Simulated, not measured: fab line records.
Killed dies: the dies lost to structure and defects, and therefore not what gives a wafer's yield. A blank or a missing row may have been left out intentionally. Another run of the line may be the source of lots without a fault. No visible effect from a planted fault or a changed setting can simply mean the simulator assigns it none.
3 desks looking at one fault / flow n5-finfet / each desk holds nothing but its own numbers, with what lay behind them at the end

THE DEFECT DESK
For each lot, the counts of the inspections along the route, averaged over the sampled wafers that have a number. The brackets show how far a lot's mean lies from the usual mean; more than 4 standard deviations puts the lot out of limits, marked OUT.
Columns: A = raw-defect-count at N5_BEOL_M6_INSPECT_30, usual 371
lot=L783; first seen here=day 9 13:37; A=317
lot=L792; first seen here=day 11 19:40; A=320
lot=L793; first seen here=day 12 08:14; A=284
lot=L799; first seen here=day 14 02:55; A=503
lot=L802; first seen here=day 14 04:53; A=308
This desk's verdict: no lot among the 5 shows anything out of limits.

METROLOGY DESK
What the gauges read for every lot (on any tool): the sampled wafers with a number, averaged. The brackets show how far a lot's mean lies from the usual mean; more than 4 standard deviations puts the lot out of limits, marked OUT.
Columns: A = cd-nm at N5_BEOL_M6_CD_MEAS_18, usual 40.0 nm; B = cd-nm at N5_BEOL_M6_CD_MEAS_28, usual 40.04 nm; C = V5_OVL at N5_BEOL_M6_OVL_MEAS_29, usual 0.5 nm
lot=L783; first seen here=day 9 12:07; A=40.2; B=40.15; C=0.6
lot=L792; first seen here=day 11 18:02; A=40.1; B=40.78; C=0.7
lot=L793; first seen here=day 12 07:49; A=40.0; B=39.96; C=0.6
lot=L799; first seen here=day 14 00:53; A=40.4; B=40.08; C=0.9
lot=L802; first seen here=day 14 04:23; A=40.3; B=40.10; C=-0.5
This desk's verdict: no lot among the 5 shows anything out of limits.

DESK OF THE TOOL OWNER: euv-scanner-02
The tool's own readings at N5_BEOL_M6_EXPOSE_25 (exposes mask V5, target cd 40 nm): means of the sampled wafers that have a number, for each lot that ran on this tool. The brackets show how far a lot's mean lies from the usual mean; more than 4 standard deviations puts the lot out of limits, marked OUT.
Columns: A = exposure-dose-mJ-cm2 at N5_BEOL_M6_EXPOSE_25, usual 44.98
lot=L792; first seen here=day 11 19:26; A=44.43 (-11) OUT
lot=L802; first seen here=day 14 04:37; A=45.01
This desk's finding: out of limits on L792; first on L792, day 11 19:26 (exposure-dose-mJ-cm2 at N5_BEOL_M6_EXPOSE_25). Within limits: L802.

ALL TOGETHER
The tool owner's desk could have raised an alarm at day 11 19:26, on L792.
The defect desk saw nothing out of limits.
At the metrology desk, nothing out of limits was observed.
The defect desk has L792 on record, within its limits.
The metrology desk has L792 on record, within its limits.
On euv-scanner-02, each named lot ran N5_BEOL_M6_EXPOSE_25.

WHAT THE SIMULATOR HAD INSERTED
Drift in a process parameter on euv-scanner-02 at N5_BEOL_M6_EXPOSE_25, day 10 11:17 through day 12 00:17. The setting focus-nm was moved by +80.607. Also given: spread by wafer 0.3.
Struck lots among those shown: L792.
Delay in hours, fault start to first out-of-limits reading, by desk: the tool owner's desk at 32.
